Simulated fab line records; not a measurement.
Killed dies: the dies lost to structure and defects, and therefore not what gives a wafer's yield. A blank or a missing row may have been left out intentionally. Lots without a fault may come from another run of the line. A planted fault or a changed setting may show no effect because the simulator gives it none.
fab line records	flow nandHarc
[record] lots = 7	wafers = 21	lastDay = 24
route steps=1159 shown A_M1@1040 END@1159
lots that met no fault: taken from a fault-free run of the same line
startH: hours from the record's first day to the start of the lot's first wafer shown	waitH: hours from the lot's prior step to this one	" as in the row above	L1.1+2: one row covering several wafers at once	- no value, or no start was given	* or withheld: withheld	< > ~ a bound
route shown NAME@n: names a module that has steps shown in the file, with the first one's number in the route	usual: mean/standard deviation of fault-free wafers	same: alike in all rows	chamber/n: place in a boat	sites: each site's reading	_std_site: standard deviation of those values	_edge_site: inner sites' mean taken away from outer sites' mean	radiusMm: for every site, how far away it sits from the centre of the wafer	mask NAME#n: copy n	behind: the tool/chamber that last shaped the wafer	hold: cause of the lot's hold/its duration in hours/its outcome	device: which transistor (n, p or np) failed to switch	end of line: the route-end tests of the same wafers	for a step that has no rows: nothing shown but its recipe	killed: dies lost to structure and defects at the first sort, not the wafer's yield	map: shows each die of a wafer: x if killed, . if not, _ if none is there
set.NAME: the setting as run; set.NAME@STEP: as run at that earlier step	model.NAME: the simulator's own value behind a step, which no gauge read
lots at selected steps of the route; one table per step, one row per wafer
services: when a tool's chamber went out of use (startH, in hours from the record's first day, below 0 if earlier), for how many hours, and the reason
[[steps]]
[step NHARC_A_M1_ETCH_35]
[recipe] targetDepthA = 400	overetchA = 120	timeS = 43.94	ionEnergyEv = 200	n2FlowSccm = 150	h2FlowSccm = 150	arFlowSccm = 0	rfW = 400	biasW = 150	chemistry = N2/H2
[usual] drypumpMotorCurrentA = 5.5/0.44	mfcArSccm = 0.022/0.013	n2FlowSccm = 150.0/0.48	oesProductAu = 1.002/0.0091	rfFwdPowerW = 395.5/1.6	rfVppV = 430.4/2.3	showerheadPlenumPTorr = 2.04/0.079	throttleValvePct = 14.173/0.0086
[same] timeS = 43.94
lot.wafer	tool	chamber	startH	waitH	drypumpMotorCurrentA	mfcArSccm	n2FlowSccm	oesProductAu	rfFwdPowerW	rfHoursCounterH	rfVppV	showerheadPlenumPTorr	throttleValvePct
L213.3	rieDiel-13	0	467.70	0.1	4.9	0.017	149.8	1.023	395.1	0	433.3	2.14	14.152
L213.1	"	1	"	"	5.9	0.025	150.4	0.997	395.4	0	431.7	2.09	14.177
L213.2	"	2	"	"	5.5	0.016	149.1	1.003	395.5	0	433.2	2.12	14.163
L218.3	rieDiel-09	1	476.68	0.1	5.1	0	150.4	1.015	395.0	1	427.3	1.91	14.175
L218.2	"	2	"	"	5.9	0.036	149.9	1.015	395.7	1	428.0	1.97	14.179
L218.4	"	3	"	"	4.9	0.014	149.7	1.004	393.4	-	427.6	1.93	14.165
L217.2	rieDiel-09	3	509.38	0.1	4.9	0.014	150.0	1.009	395.8	2	427.4	1.93	14.175
L217.4	"	0	"	"	5.9	0.042	149.3	0.993	397.1	2	430.6	1.99	14.167
L217.5	"	2	"	"	5.9	0.036	149.9	0.994	395.4	-	431.2	1.97	14.164
L219.4	rieDiel-09	1	510.05	0.1	5.1	0	149.3	1.010	393.6	2	427.5	1.91	14.169
L219.2	"	3	"	"	4.9	0.014	150.2	1.007	395.2	2	426.3	1.93	14.162
L219.5	"	0	"	"	5.9	0.042	150.4	1.005	396.3	-	429.4	1.99	14.179
L225.3	rieDiel-13	0	531.50	0.1	4.9	0.017	150.2	1.019	395.7	5	432.8	2.14	14.184
L225.5	"	3	"	"	5.9	0.045	150.2	1.010	396.7	-	428.5	2.00	14.169
L225.6	"	0	"	"	4.9	0.017	150.5	1.015	395.3	-	432.3	2.14	14.187
L226.1	rieDiel-01	0	538.99	0.1	5.1	0.034	150.1	1.013	392.6	2	429.1	1.98	14.165
L226.2	"	1	"	"	6.5	0.014	148.9	1.002	395.0	3	430.1	2.09	14.159
L226.5	"	0	"	"	5.1	0.034	150.2	1.006	393.6	-	427.9	1.98	14.173
L228.3	rieDiel-09	3	539.80	0.1	4.9	0.014	150.3	1.013	394.2	2	426.8	1.93	14.183
L228.6	"	0	"	"	5.9	0.042	149.8	0.988	397.3	-	428.2	1.99	14.161
L228.5	"	1	"	"	5.1	0	150.1	1.004	395.1	-	427.3	1.91	14.183
[step NHARC_A_M1_ETCH_15]
[recipe] targetDepthA = 1825	timeS = 91.2	c4f8FlowSccm = withheld	arFlowSccm = 400	rfW = 600	biasW = 300	chemistry = C4F8/Ar
[usual] oesProductAu = 0.957/0.025	rfFwdPowerW = 596.4/1.9	rfVppV = 440.8/2.5
[same] timeS = 91.2
lot.wafer	tool	chamber	startH	waitH	oesProductAu	rfFwdPowerW	rfHoursCounterH	rfVppV
L213.3	rieDiel-13	0	-	-	0.978	597.4	0	443.9
L213.2	"	1	"	"	0.977	599.7	0	443.5
L213.1	"	3	"	"	0.977	597.0	0	440.2
L218.2	rieDiel-09	1	-	-	0.975	593.7	1	437.0
L218.3	"	3	"	"	0.968	593.9	1	437.6
L218.4	"	1	"	"	0.981	595.2	-	437.1
L217.2	rieDiel-09	1	-	-	0.979	596.2	2	437.0
L217.4	"	0	"	"	0.984	598.1	2	438.8
L217.5	"	1	"	"	0.991	598.9	-	437.1
L219.2	rieDiel-09	0	-	-	0.985	593.3	2	440.2
L219.4	"	2	"	"	0.957	594.7	2	439.1
L219.5	"	1	"	"	0.966	600.1	-	435.9
L225.3	rieDiel-13	2	-	-	0.924	595.6	5	441.9
L225.5	"	2	"	"	0.926	595.6	-	442.1
L225.6	"	3	"	"	0.937	595.1	-	440.3
L226.2	rieDiel-01	1	-	-	1.000	600.2	3	441.6
L226.1	"	0	"	"	0.973	598.7	2	437.1
L226.5	"	2	"	"	0.974	596.6	-	443.4
L228.3	rieDiel-09	0	-	-	0.939	597.8	2	438.8
L228.5	"	2	"	"	0.941	598.5	-	439.6
L228.6	"	3	"	"	0.948	594.5	-	437.9
[step NHARC_A_M1_CD_MEAS_16]
[usual] cdNm = 119.7/0.79
lot.wafer	tool	chamber	startH	waitH	cdNm
L213.1	cdSem-02	-	467.92	-	118.5
L213.2	"	-	"	"	118.3
L213.3	"	-	"	"	119.2
L218.2	cdSem-03	-	476.93	-	119.6
L218.3	"	-	"	"	120.4
L218.4	"	-	"	"	120.3
L217.2	cdSem-03	-	509.60	-	119.7
L217.4	"	-	"	"	119.0
L217.5	"	-	"	"	118.5
L219.2	cdSem-01	-	510.27	-	121.3
L219.4	"	-	"	"	119.2
L219.5	"	-	"	"	119.2
L225.3	cdSem-02	-	531.72	-	119.6
L225.5	"	-	"	"	119.4
L225.6	"	-	"	"	119.3
L226.1	cdSem-02	-	539.21	-	121.2
L226.2	"	-	"	"	120.6
L226.5	"	-	"	"	119.8
L228.3	cdSem-03	-	540.01	-	119.7
L228.5	"	-	"	"	120.2
L228.6	"	-	"	"	119.5
[step NHARC_A_M1_STRIP_18]
[recipe] powerW = 1000	n2FlowSccm = 150	h2FlowSccm = 150	arFlowSccm = 0	biasW = 0	chemistry = N2/H2
[step NHARC_A_M1_ETCH_28]
[recipe] targetDepthA = 300	overEtchFrac = 0.3	timeS = 72.99	ionEnergyEv = 150	cf4FlowSccm = 50	n2FlowSccm = 100	arFlowSccm = 150	rfW = 300	biasW = 100	chemistry = CF4/N2
[step NHARC_A_M1_STRIP_19]
[recipe] timeS = 600	tempC = 30	chemistry = postEtchResidueRemover
[step NHARC_A_M1_DEGAS_29]
[recipe] tempC = 250	timeS = 60
[usual] heaterPowerW = 328/37	susceptorTempC = 249.99/0.17
[same] timeS = 60
lot.wafer	tool	chamber	startH	waitH	heaterPowerW	susceptorTempC
L213.3	pvdSputter-02	-	468.70	-	399	249.94
L213.1	"	-	"	"	318	249.73
L213.2	"	-	"	"	351	250.32
L218.3	pvdSputter-03	-	477.64	-	341	250.06
L218.2	"	-	"	"	293	250.08
L218.4	"	-	"	"	281	249.82
L217.4	pvdSputter-03	-	510.31	-	290	249.96
L217.2	"	-	"	"	287	250.10
L217.5	"	-	"	"	281	250.35
L219.4	pvdSputter-02	-	510.98	-	395	250.20
L219.2	"	-	"	"	355	250.21
L219.5	"	-	"	"	402	249.94
L225.3	pvdSputter-02	-	532.44	-	395	249.93
L225.6	"	-	"	"	362	250.19
L225.5	"	-	"	"	331	250.03
L226.2	pvdSputter-01	-	539.93	-	326	249.97
L226.1	"	-	"	"	314	249.82
L226.5	"	-	"	"	331	250.15
L228.3	pvdSputter-01	-	540.73	-	316	250.16
L228.5	"	-	"	"	274	249.95
L228.6	"	-	"	"	315	249.95
[step NHARC_A_M1_PRE_CLEAN_30]
[recipe] timeS = 30	tempC = 280	gas = H2/He
[usual] heaterPowerW = 405/46	susceptorTempC = 280.00/0.19
[same] timeS = 30
lot.wafer	tool	chamber	startH	waitH	heaterPowerW	susceptorTempC
L213.1	pvdSputter-02	-	-	-	406	280.02
L213.3	"	-	"	"	499	280.09
L213.2	"	-	"	"	438	280.02
L218.4	pvdSputter-03	-	-	-	348	280.14
L218.3	"	-	"	"	451	280.25
L218.2	"	-	"	"	347	279.73
L217.2	pvdSputter-03	-	-	-	417	280.03
L217.4	"	-	"	"	344	280.01
L217.5	"	-	"	"	351	279.77
L219.2	pvdSputter-02	-	-	-	438	280.02
L219.4	"	-	"	"	413	279.96
L219.5	"	-	"	"	410	280.16
L225.3	pvdSputter-02	-	-	-	381	279.82
L225.6	"	-	"	"	433	280.26
L225.5	"	-	"	"	405	279.72
L226.2	pvdSputter-01	-	-	-	333	280.16
L226.1	"	-	"	"	381	280.21
L226.5	"	-	"	"	406	279.91
L228.3	pvdSputter-01	-	-	-	411	280.00
L228.5	"	-	"	"	329	280.08
L228.6	"	-	"	"	394	280.15
[step NHARC_A_M1_PVD_20]
[recipe] targetThkA = 50	biasV = 168.6	powerW = 15000	chamberPressurePa = 0.12	timeS = 8.06	substrateTempC = 50	material = TaN
[usual] cathodeDcPowerW = 15000/3	chamberPressurePa = 0.12002/0.00023	throttleValvePct = 30.1/0.97
[same] timeS = 8.06
lot.wafer	tool	chamber	startH	waitH	cathodeDcPowerW	chamberPressurePa	throttleValvePct
L213.1	pvdSputter-02	-	-	-	15001	0.11988	29.5
L213.3	"	-	"	"	14996	0.12034	30.4
L213.2	"	-	"	"	15003	0.12025	30.2
L218.2	pvdSputter-03	-	-	-	14996	0.11951	29.5
L218.4	"	-	"	"	15002	0.11981	30.3
L218.3	"	-	"	"	14998	0.12023	29.1
L217.4	pvdSputter-03	-	-	-	15007	0.11976	29.7
L217.2	"	-	"	"	14999	0.12037	29.9
L217.5	"	-	"	"	14996	0.11961	29.7
L219.4	pvdSputter-02	-	-	-	15001	0.12046	30.3
L219.2	"	-	"	"	14998	0.12024	29.1
L219.5	"	-	"	"	14998	0.11998	30.3
L225.3	pvdSputter-02	-	-	-	15003	0.11978	29.5
L225.6	"	-	"	"	15000	0.11991	30.4
L225.5	"	-	"	"	14995	0.1201	30.1
L226.2	pvdSputter-01	-	-	-	14998	0.12016	32.5
L226.1	"	-	"	"	14999	0.12005	29.2
L226.5	"	-	"	"	14999	0.11999	30.5
L228.3	pvdSputter-01	-	-	-	14995	0.12	28.0
L228.6	"	-	"	"	14998	0.12054	30.4
L228.5	"	-	"	"	15000	0.12003	32.5
[step NHARC_A_M1_PVD_21]
[recipe] targetThkA = 300	chamberPressurePa = 5	powerW = 5000	substrateTempC = 30	timeS = 20.49	material = Cu
[step NHARC_A_M1_ECD_22]
[recipe] targetThkA = 4000	bathTempC = 25	material = Cu
[step NHARC_A_M1_ANNEAL_31]
[recipe] tempC = 225	timeS = 90
[step NHARC_A_M1_CMP_23]
[recipe] tOverpolishS = 20	targetThkNm = 154.34
[usual] motorCurrentA = 12.2/1.5	timeToEndpointS = 27.5/2.3
lot.wafer	tool	chamber	startH	waitH	motorCurrentA	timeToEndpointS
L213.1	cmp-01	1	469.84	-	11.6	25.7
L213.3	"	2	"	"	12.5	26.8
L213.2	"	3	"	"	11.0	32.5
L218.2	cmp-03	0	478.75	-	11.8	24.8
L218.3	"	2	"	"	13.8	27.8
L218.4	"	3	"	"	9.9	27.8
L217.2	cmp-03	1	511.41	-	15.1	37.6
L217.4	"	2	"	"	13.4	25.4
L217.5	"	1	"	"	14.6	26.1
L219.2	cmp-03	2	512.05	-	13.8	37.4
L219.4	"	3	"	"	9.7	29.3
L219.5	"	2	"	"	12.7	27.2
L225.3	cmp-03	1	534.48	-	14.5	25.7
L225.6	"	2	"	"	14.4	37.3
L225.5	"	3	"	"	9.3	29.5
L226.1	cmp-01	3	541.00	-	10.8	28.3
L226.2	"	1	"	"	11.5	24.1
L226.5	"	3	"	"	10.8	29.7
L228.3	cmp-01	2	541.99	-	12.7	30.3
L228.6	"	0	"	"	14.0	28.1
L228.5	"	1	"	"	11.9	25.9
[step NHARC_A_M1_SRD_25]
[step NHARC_A_M1_INSPECT_27]
[usual] rawDefectCount = 463/120
lot.wafer	tool	chamber	startH	waitH	rawDefectCount
L213.1	defectInspect-01	-	470.28	0.0	370
L213.2	"	-	"	"	465
L213.3	"	-	"	"	363
L218.2	defectInspect-02	-	479.22	0.0	549
L218.3	"	-	"	"	657
L218.4	"	-	"	"	417
L217.2	defectInspect-01	-	511.86	0.0	4737
L217.4	"	-	"	"	376
L217.5	"	-	"	"	376
L219.2	defectInspect-02	-	512.53	0.0	4953
L219.4	"	-	"	"	523
L219.5	"	-	"	"	511
L225.3	defectInspect-01	-	534.87	0.0	494
L225.5	"	-	"	"	441
L225.6	"	-	"	"	4903
L226.1	defectInspect-02	-	541.49	0.0	311
L226.2	"	-	"	"	388
L226.5	"	-	"	"	375
L228.3	defectInspect-02	-	542.41	0.0	554
L228.5	"	-	"	"	460
L228.6	"	-	"	"	645
[step NHARC_A_M1_PRE_CLEAN_32]
[recipe] timeS = 12	tempC = 370	rfPowerW = 300	gas = NH3
[step NHARC_END_SORT_01]
[recipe] tempC = 25
[usual] defectLimitedYield = 95.4/1.5	killedAtArray = 28/10	killedAtOther = 0.5/0.82	killedAtPeriphery = 3.4/2.2	killedDies = 31/10	killedOpen = 3.4/1.9	killedShort = 1.9/1.3	sort_bin_2_pct = 1.5/0.6	sort_bin_3_pct = 0.29/0.24	sort_bin_4_pct = 2.9/0.97	sortNPass = 646/10	sortRimYieldPct = 94.7/3	sortYieldPct = 95.4/1.5
[same] grossDies = 677	sort_bin_5_pct[%] = 0	sort_bin_6_pct[%] = 0	sort_bin_7_pct[%] = 0	sort_bin_8_pct[%] = 0	sortRimNGross = 106.00
lot.wafer	tool	chamber	startH	waitH	defectLimitedYield[%]	killedAtArray	killedAtOther	killedAtPeriphery	killedDies	killedOpen	killedShort	sort_bin_2_pct[%]	sort_bin_3_pct[%]	sort_bin_4_pct[%]	sortNPass	sortRimYieldPct[%]	sortYieldPct[%]
L213.1	prober-01	0	499.44	2.5	96.0	24	1	2	27	1	3	1.3	0.15	2.5	650	90.6	96.0
L213.2	prober-01	0	500.23	2.8	96.5	23	0	1	24	1	2	1.2	0	2.4	653	99.1	96.5
L213.3	prober-01	0	501.03	3.1	96.3	22	0	3	25	3	1	0.9	0.30	2.5	652	97.2	96.3
L218.2	prober-01	0	516.21	2.8	94.4	32	0	6	38	1	3	1.3	0.89	3.4	639	94.3	94.4
L218.3	prober-01	0	517.02	3.1	95.0	27	0	7	34	5	5	1.9	0	3.1	643	91.5	95.0
L218.4	prober-01	0	517.82	3.4	94.4	32	0	6	38	4	2	1.6	0.30	3.7	639	95.3	94.4
L219.2	prober-01	0	554.22	2.8	0	673	1	3	677	2	2	1.8	93.80	4.4	0	0	0
L219.4	prober-01	0	555.84	3.4	92.5	47	2	2	51	3	1	1.9	0.30	5.3	626	96.2	92.5
L219.5	prober-01	0	556.66	3.8	91.6	50	1	6	57	4	3	2.1	0.74	5.6	620	85.8	91.6
L217.2	prober-02	0	556.02	2.8	0	675	0	2	677	6	2	1.6	94.68	3.7	0	0	0
L217.4	prober-02	0	557.59	3.4	95.4	26	0	5	31	7	2	1.0	0.74	2.8	646	94.3	95.4
L217.5	prober-02	0	558.37	3.6	95.7	25	0	4	29	4	1	2.1	0.30	1.9	648	97.2	95.7
L225.3	prober-01	0	570.75	3.1	92.6	48	0	2	50	2	0	1.8	1.03	4.6	627	94.3	92.6
L225.5	prober-01	0	572.35	3.7	92.2	52	0	1	53	2	2	3.2	0.30	4.3	624	86.8	92.2
L225.6	prober-01	0	573.16	4.0	0	676	0	1	677	2	1	1.5	93.65	4.9	0	0	0
L226.1	prober-02	0	573.13	2.5	92.8	47	0	2	49	3	0	2.7	0.30	4.3	628	95.3	92.8
L226.2	prober-02	0	573.94	2.8	93.6	39	2	2	43	2	3	2.5	0.44	3.4	634	87.7	93.6
L226.5	prober-02	0	576.35	3.7	93.9	39	1	1	41	3	2	3.1	0.44	2.5	636	87.7	93.9
L228.3	prober-01	0	578.58	3.1	96.6	23	0	0	23	3	2	1.5	0.44	1.5	654	93.4	96.6
L228.5	prober-01	0	580.19	3.7	95.1	30	0	3	33	2	3	1.6	0.30	3.0	644	93.4	95.1
L228.6	prober-01	0	580.99	4.0	91.9	50	0	5	55	4	3	2.8	0.74	4.6	622	93.4	91.9
// killed by level:class
L213.1 A_SLIT:chamberFilmFlake=6 A_WL_FILL:chamberFilmFlake=6 A_CHANNEL_HOLE_D1:chamberFilmFlake=3 A_STAIRCASE:chamberFilmFlake=3 A_CONTACT:chamberFilmFlake=2 A_M1:chamberFilmFlake=2 P_STI:geometricParticle:open=1 A_SOURCE_PLATE:geometricParticle:short=1
L213.2 A_SLIT:chamberFilmFlake=11 A_STAIRCASE:chamberFilmFlake=4 A_CONTACT:chamberFilmFlake=3 A_WL_FILL:chamberFilmFlake=2 P_M0:geometricParticle:open=1 A_CHANNEL_FILL_D1:geometricParticle:short=1 A_M0:geometricParticle:short=1 A_CHANNEL_HOLE_D1:chamberFilmFlake=1
L213.3 A_SLIT:chamberFilmFlake=9 A_ONON_D1:geometricParticle:open=3 A_CONTACT:chamberFilmFlake=3 P_GATE:chamberFilmFlake=2 A_CHANNEL_HOLE_D1:chamberFilmFlake=2 A_WL_FILL:chamberFilmFlake=2 A_M1:chamberFilmFlake=2 A_M0:geometricParticle:short=1
L218.2 A_SLIT:chamberFilmFlake=17 A_CONTACT:chamberFilmFlake=5 A_CHANNEL_HOLE_D1:chamberFilmFlake=4 A_STAIRCASE:chamberFilmFlake=4 P_STI:chamberFilmFlake=2 P_CONTACT:chamberFilmFlake=2 P_GATE:geometricParticle:short=1 P_CONTACT:geometricParticle:short=1
L218.3 A_SLIT:chamberFilmFlake=10 A_CHANNEL_HOLE_D1:chamberFilmFlake=4 A_CONTACT:chamberFilmFlake=4 A_STAIRCASE:chamberFilmFlake=3 P_STI:chamberFilmFlake=2 P_STI:geometricParticle:short=1 P_M0:geometricParticle:open=1 P_M1:geometricParticle:open=1
L218.4 A_SLIT:chamberFilmFlake=14 A_CONTACT:chamberFilmFlake=7 A_CHANNEL_HOLE_D1:chamberFilmFlake=4 P_CONTACT:chamberFilmFlake=3 A_STAIRCASE:chamberFilmFlake=3 P_STI:geometricParticle:open=1 P_M0:geometricParticle:open=1 A_ONON_D1:geometricParticle:short=1
L219.2 A_M1:areaCmp=629 A_CHANNEL_HOLE_D1:chamberFilmFlake=20 A_SLIT:chamberFilmFlake=18 A_CONTACT:chamberFilmFlake=3 P_GATE:geometricParticle:open=1 P_M0:geometricParticle:short=1 A_SGD_CUT:geometricParticle:open=1 A_WL_FILL:geometricParticle:short=1
L219.4 A_SLIT:chamberFilmFlake=20 A_CHANNEL_HOLE_D1:chamberFilmFlake=10 A_STAIRCASE:chamberFilmFlake=6 A_CONTACT:chamberFilmFlake=3 A_CHANNEL_FILL_D1:chamberFilmFlake=2 A_WL_FILL:chamberFilmFlake=2 THIN_TSV:chamberFilmFlake=2 A_CHANNEL_HOLE_D1:geometricParticle:open=1
L217.2 A_M1:areaCmp=636 A_CHANNEL_HOLE_D1:chamberFilmFlake=20 A_STAIRCASE:chamberFilmFlake=5 A_BLC:chamberFilmFlake=4 A_CONTACT:chamberFilmFlake=3 A_CONTACT:geometricParticle:open=2 A_M0:geometricParticle:open=2 P_M2:geometricParticle:open=1
L219.5 A_CHANNEL_HOLE_D1:chamberFilmFlake=19 A_SLIT:chamberFilmFlake=13 A_CONTACT:chamberFilmFlake=9 P_GATE:chamberFilmFlake=3 A_STAIRCASE:chamberFilmFlake=3 P_STI:geometricParticle:open=1 P_CONTACT:geometricParticle:short=1 A_ONON_D1:geometricParticle:open=1
L217.4 A_CHANNEL_HOLE_D1:chamberFilmFlake=13 P_M0:geometricParticle:open=2 A_CONTACT:geometricParticle:open=2 A_STAIRCASE:chamberFilmFlake=2 A_CONTACT:chamberFilmFlake=2 A_BLC:chamberFilmFlake=2 P_CONTACT:geometricParticle:open=1 P_M0:geometricParticle:short=1
L217.5 A_CHANNEL_HOLE_D1:chamberFilmFlake=18 P_M0:geometricParticle:open=2 A_CONTACT:chamberFilmFlake=2 P_GATE:geometricParticle:open=1 A_CONTACT:geometricParticle:open=1 A_CONTACT:geometricParticle:short=1 P_STI:chamberFilmFlake=1 A_ZERO_WELL:chamberFilmFlake=1
L225.3 A_CHANNEL_HOLE_D1:chamberFilmFlake=24 A_CONTACT:chamberFilmFlake=11 A_STAIRCASE:chamberFilmFlake=5 A_SLIT:chamberFilmFlake=3 A_M0:chamberFilmFlake=2 A_CHANNEL_HOLE_D1:geometricParticle:open=1 A_SGD_CUT:geometricParticle:open=1 P_STI:chamberFilmFlake=1
L225.5 A_CHANNEL_HOLE_D1:chamberFilmFlake=23 A_STAIRCASE:chamberFilmFlake=9 A_CONTACT:chamberFilmFlake=8 A_M0:chamberFilmFlake=4 A_WL_FILL:chamberFilmFlake=3 A_ONON_D1:geometricParticle:short=1 A_ONON_D1:geometricParticle:open=1 A_CHANNEL_FILL_D1:geometricParticle:short=1
L226.1 A_CHANNEL_HOLE_D1:chamberFilmFlake=24 A_SLIT:chamberFilmFlake=16 A_STAIRCASE:chamberFilmFlake=3 A_CONTACT:chamberFilmFlake=3 P_CONTACT:geometricParticle:open=2 A_CONTACT:geometricParticle:open=1
L225.6 A_M1:areaCmp=630 A_CHANNEL_HOLE_D1:chamberFilmFlake=20 A_STAIRCASE:chamberFilmFlake=13 A_CONTACT:chamberFilmFlake=7 A_CONTACT:geometricParticle:open=2 A_M0:chamberFilmFlake=2 A_ONON_D1:geometricParticle:short=1 P_STI:chamberFilmFlake=1
L226.2 A_CHANNEL_HOLE_D1:chamberFilmFlake=23 A_SLIT:chamberFilmFlake=9 A_CONTACT:chamberFilmFlake=4 P_GATE:geometricParticle:short=1 P_GATE:geometricParticle:open=1 A_CHANNEL_FILL_D1:geometricParticle:short=1 A_M0:geometricParticle:open=1 STARTING-WAFER:geometricParticle:short=1
L226.5 A_CHANNEL_HOLE_D1:chamberFilmFlake=16 A_SLIT:chamberFilmFlake=12 A_CONTACT:chamberFilmFlake=5 A_STAIRCASE:chamberFilmFlake=2 P_CONTACT:geometricParticle:open=1 A_ONON_D1:geometricParticle:short=1 A_WL_FILL:geometricParticle:short=1 A_CONTACT:geometricParticle:open=1
L228.3 A_SLIT:chamberFilmFlake=8 A_CHANNEL_HOLE_D1:chamberFilmFlake=6 A_CONTACT:geometricParticle:open=2 A_CONTACT:chamberFilmFlake=2 A_SGD_CUT:geometricParticle:short=1 A_M0:geometricParticle:short=1 A_M0:geometricParticle:open=1 A_STAIRCASE:chamberFilmFlake=1
L228.5 A_SLIT:chamberFilmFlake=11 A_CHANNEL_HOLE_D1:chamberFilmFlake=10 A_CONTACT:chamberFilmFlake=5 P_GATE:geometricParticle:open=1 P_M0:geometricParticle:short=1 A_SOURCE_PLATE:geometricParticle:short=1 A_CHANNEL_FILL_D1:geometricParticle:open=1 A_BLC:geometricParticle:short=1
L228.6 A_SLIT:chamberFilmFlake=20 A_CONTACT:chamberFilmFlake=12 A_CHANNEL_HOLE_D1:chamberFilmFlake=8 P_GATE:chamberFilmFlake=3 A_WL_FILL:chamberFilmFlake=3 A_STAIRCASE:chamberFilmFlake=2 P_GATE:geometricParticle:open=1 P_M1:geometricParticle:open=1
// map L217.2 (x killed, . not)
____________x____________
_________xxxxxxx_________
_______xxxxxxxxxxx_______
______xxxxxxxxxxxxx______
_____xxxxxxxxxxxxxxx_____
____xxxxxxxxxxxxxxxxx____
____xxxxxxxxxxxxxxxxx____
___xxxxxxxxxxxxxxxxxxx___
___xxxxxxxxxxxxxxxxxxx___
__xxxxxxxxxxxxxxxxxxxxx__
__xxxxxxxxxxxxxxxxxxxxx__
_xxxxxxxxxxxxxxxxxxxxxxx_
_xxxxxxxxxxxxxxxxxxxxxxx_
_xxxxxxxxxxxxxxxxxxxxxxx_
_xxxxxxxxxxxxxxxxxxxxxxx_
_xxxxxxxxxxxxxxxxxxxxxxx_
xxxxxxxxxxxxxxxxxxxxxxxxx
xxxxxxxxxxxxxxxxxxxxxxxxx
xxxxxxxxxxxxxxxxxxxxxxxxx
xxxxxxxxxxxxxxxxxxxxxxxxx
xxxxxxxxxxxxxxxxxxxxxxxxx
_xxxxxxxxxxxxxxxxxxxxxxx_
_xxxxxxxxxxxxxxxxxxxxxxx_
_xxxxxxxxxxxxxxxxxxxxxxx_
_xxxxxxxxxxxxxxxxxxxxxxx_
_xxxxxxxxxxxxxxxxxxxxxxx_
__xxxxxxxxxxxxxxxxxxxxx__
__xxxxxxxxxxxxxxxxxxxxx__
___xxxxxxxxxxxxxxxxxxx___
___xxxxxxxxxxxxxxxxxxx___
____xxxxxxxxxxxxxxxxx____
____xxxxxxxxxxxxxxxxx____
_____xxxxxxxxxxxxxxx_____
______xxxxxxxxxxxxx______
_______xxxxxxxxxxx_______
_________xxxxxxx_________
____________x____________
// map L219.2 (x killed, . not)
____________x____________
_________xxxxxxx_________
_______xxxxxxxxxxx_______
______xxxxxxxxxxxxx______
_____xxxxxxxxxxxxxxx_____
____xxxxxxxxxxxxxxxxx____
____xxxxxxxxxxxxxxxxx____
___xxxxxxxxxxxxxxxxxxx___
___xxxxxxxxxxxxxxxxxxx___
__xxxxxxxxxxxxxxxxxxxxx__
__xxxxxxxxxxxxxxxxxxxxx__
_xxxxxxxxxxxxxxxxxxxxxxx_
_xxxxxxxxxxxxxxxxxxxxxxx_
_xxxxxxxxxxxxxxxxxxxxxxx_
_xxxxxxxxxxxxxxxxxxxxxxx_
_xxxxxxxxxxxxxxxxxxxxxxx_
xxxxxxxxxxxxxxxxxxxxxxxxx
xxxxxxxxxxxxxxxxxxxxxxxxx
xxxxxxxxxxxxxxxxxxxxxxxxx
xxxxxxxxxxxxxxxxxxxxxxxxx
xxxxxxxxxxxxxxxxxxxxxxxxx
_xxxxxxxxxxxxxxxxxxxxxxx_
_xxxxxxxxxxxxxxxxxxxxxxx_
_xxxxxxxxxxxxxxxxxxxxxxx_
_xxxxxxxxxxxxxxxxxxxxxxx_
_xxxxxxxxxxxxxxxxxxxxxxx_
__xxxxxxxxxxxxxxxxxxxxx__
__xxxxxxxxxxxxxxxxxxxxx__
___xxxxxxxxxxxxxxxxxxx___
___xxxxxxxxxxxxxxxxxxx___
____xxxxxxxxxxxxxxxxx____
____xxxxxxxxxxxxxxxxx____
_____xxxxxxxxxxxxxxx_____
______xxxxxxxxxxxxx______
_______xxxxxxxxxxx_______
_________xxxxxxx_________
____________x____________
[[services]]
tool	chamber	startH	hours	kind
cmp-03	-	450.43	4.0	pm
cmp-01	-	451.49	0.6	repair
rieDiel-13	-	453.00	9.0	pm
cmp-03	-	455.43	0.4	repair
pvdSputter-03	-	458.02	10.0	pm
rieDiel-09	3	461.64	7.1	repair
pvdSputter-01	-	461.95	0.5	repair
rieDiel-09	0	465.07	-	clean
rieDiel-09	1	465.07	-	clean
rieDiel-09	2	465.07	-	clean
pvdSputter-02	-	467.32	1.1	repair
rieDiel-09	0	476.10	3.3	repair
cmp-01	-	477.44	4.0	pm
rieDiel-01	3	477.80	4.3	repair
rieDiel-09	0	489.57	-	clean
rieDiel-09	1	489.57	-	clean
rieDiel-09	2	489.57	-	clean
rieDiel-09	3	489.57	-	clean
rieDiel-01	-	491.92	9.0	pm
cmp-03	-	497.67	0.5	repair
pvdSputter-01	-	498.21	26.7	repair
cmp-01	-	515.31	1.9	repair
rieDiel-01	0	520.54	7.7	repair
rieDiel-13	0	524.38	2.5	repair
[[key]]
[firstSign] step = NHARC_A_M1_CMP_23	reading = timeToEndpointS	direction = up	sigmas = 4.2	usual = *	struck = *
[effect] step = NHARC_A_M1_INSPECT_27	reading = rawDefectCount	direction = up	sigmas = 37	usual = 463	struck = 4864
[effect] step = NHARC_END_SORT_01	reading = sort_bin_3_pct	direction = up	sigmas = 99+	usual = 0.29	struck = 94.04
[moreKillsBornAt] NHARC_A_M1_CMP_23@cmp-03 = 1895
metAt NHARC_A_M1_CMP_23
struckWafers L217.2,L219.2,L225.6
laterRowsLeftOut L217.2,L219.2,L225.6
onsetBetween 478.75 511.41
[fault] kind = processParameterDrift	tool = cmp-03	chamber = -	onsetH = 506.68	steps = NHARC_A_M1_CMP_23	channel = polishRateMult	offset = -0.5	shape = step	endH = 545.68	scope = struckWafersOnly
// laterRowsLeftOut: the simulator's readings of these wafers behind a module that went badly wrong aren't trusted and aren't shown, but for the sort
